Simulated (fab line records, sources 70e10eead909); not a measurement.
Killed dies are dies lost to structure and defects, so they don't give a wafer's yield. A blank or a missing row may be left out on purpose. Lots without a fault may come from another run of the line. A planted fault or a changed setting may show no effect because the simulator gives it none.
Chamber matching | flow nand_harc | NHARC_P_M1_PRE_CLEAN_32 on pecvd-02: 3 sister chambers
The step time 12 s. 6 wafers are shown with their chamber, then 12 later ones without.

WAFERS WITH THEIR CHAMBER
wafer  | chamber | heater_power_w (W) | rf_fwd_power_W (W)
L089.2 | 0       | 503                | 292.2
L089.3 | 2       | 647                | 292.8
L089.5 | 0       | 496                | 293.0
L088.1 | 1       | 755                | 291.5
L088.4 | 2       | 637                | 295.3
L088.5 | 1       | 728                | 291.1

WAFERS WITHOUT THEIR CHAMBER
wafer  | heater_power_w (W) | rf_fwd_power_W (W)
L091.2 | 611                | 293.2
L091.4 | 596                | 293.5
L091.5 | 785                | 292.1
L095.2 | 551                | 291.3
L095.3 | 773                | 292.3
L095.6 | 567                | 290.5
L096.2 | 579                | 293.1
L096.3 | 788                | 293.0
L096.5 | 565                | 294.1
L097.3 | 570                | 293.0
L097.5 | 608                | 294.8
L097.6 | 743                | 291.9

WHICH CHAMBER EACH WENT THROUGH
wafer  | from the rows above     | in truth
L091.2 | 2                       | 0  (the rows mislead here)
L091.4 | 2                       | 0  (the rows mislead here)
L091.5 | 1                       | 1
L095.2 | 0                       | 0
L095.3 | 1                       | 1
L095.6 | can't be placed: 0 or 2 | 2
L096.2 | can't be placed: 2 or 0 | 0
L096.3 | 1                       | 1
L096.5 | can't be placed: 0 or 2 | 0
L097.3 | can't be placed: 0 or 2 | 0
L097.5 | 2                       | 2
L097.6 | 1                       | 1
Placed correctly: 6 of 12. Can't be placed from these rows: 4 (the true chamber is among the candidates in 4). Placed wrongly: 2.
How it was worked out, from the rows above alone: a wafer's distance from a chamber is the root of the sum, over the readings, of the square of ((its reading less the chamber's mean) divided by the reading's scatter). The wafer belongs to the nearest chamber; if the next one is less than 2 further off, it can't be placed. A chamber's mean is the mean of its shown wafers. The scatter: the root of (the sum of the squares of (reading less its chamber's mean) over the shown wafers, divided by (wafers less chambers)).
